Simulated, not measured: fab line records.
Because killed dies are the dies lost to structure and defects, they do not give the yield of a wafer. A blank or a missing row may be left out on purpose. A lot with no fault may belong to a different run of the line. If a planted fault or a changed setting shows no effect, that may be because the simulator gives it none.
Matching of chambers :: flow n5-finfet :: N5_GATE_CUT_STRIP_41 on rie-diel-04: 4 sister chambers
The step strips in CF4. 4 wafers are shown with their chamber, then 8 later ones without.

## WAFERS PAIRED WITH THEIR CHAMBERS
wafer: L075.5
chamber: 1
showerhead-plenum-p-Torr (Torr): 1.87

wafer: L081.5
chamber: 2
showerhead-plenum-p-Torr (Torr): 1.80

wafer: L082.5
chamber: 3
showerhead-plenum-p-Torr (Torr): 1.85

wafer: L083.2
chamber: 0
showerhead-plenum-p-Torr (Torr): 1.72

## WAFERS WHOSE CHAMBER IS MISSING
wafer: L083.3
showerhead-plenum-p-Torr (Torr): 1.86

wafer: L083.6
showerhead-plenum-p-Torr (Torr): 1.86

wafer: L087.2
showerhead-plenum-p-Torr (Torr): 1.79

wafer: L087.3
showerhead-plenum-p-Torr (Torr): 1.86

wafer: L087.5
showerhead-plenum-p-Torr (Torr): 1.72

wafer: L091.1
showerhead-plenum-p-Torr (Torr): 1.71

wafer: L091.3
showerhead-plenum-p-Torr (Torr): 1.85

wafer: L091.6
showerhead-plenum-p-Torr (Torr): 1.86

## CHAMBER TAKEN BY EACH
wafer: L083.3
from the rows above: can't be placed: 1 or 3
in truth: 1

wafer: L083.6
from the rows above: can't be placed: 1 or 3
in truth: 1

wafer: L087.2
from the rows above: 2
in truth: 2

wafer: L087.3
from the rows above: can't be placed: 1 or 3
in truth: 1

wafer: L087.5
from the rows above: 0
in truth: 0

wafer: L091.1
from the rows above: 0
in truth: 0

wafer: L091.3
from the rows above: 3
in truth: 3

wafer: L091.6
from the rows above: can't be placed: 1 or 3
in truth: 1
4 of 8 placed correctly. From these rows, 4 cannot be placed; in 4 the true chamber is one of the candidates. 0 placed wrongly.
How it was worked out, from the rows above alone: a wafer's distance from a chamber is the root of the sum, over the readings, of the square of ((its reading less the chamber's mean) divided by the reading's scatter). The wafer belongs to the nearest chamber; if the next one is less than 2 further off, it can't be placed. The mean given for a chamber averages the wafers shown for that chamber. The scatter: with one shown wafer a chamber, the root of the mean of the squares of how far each hidden wafer lies from its nearest shown one.
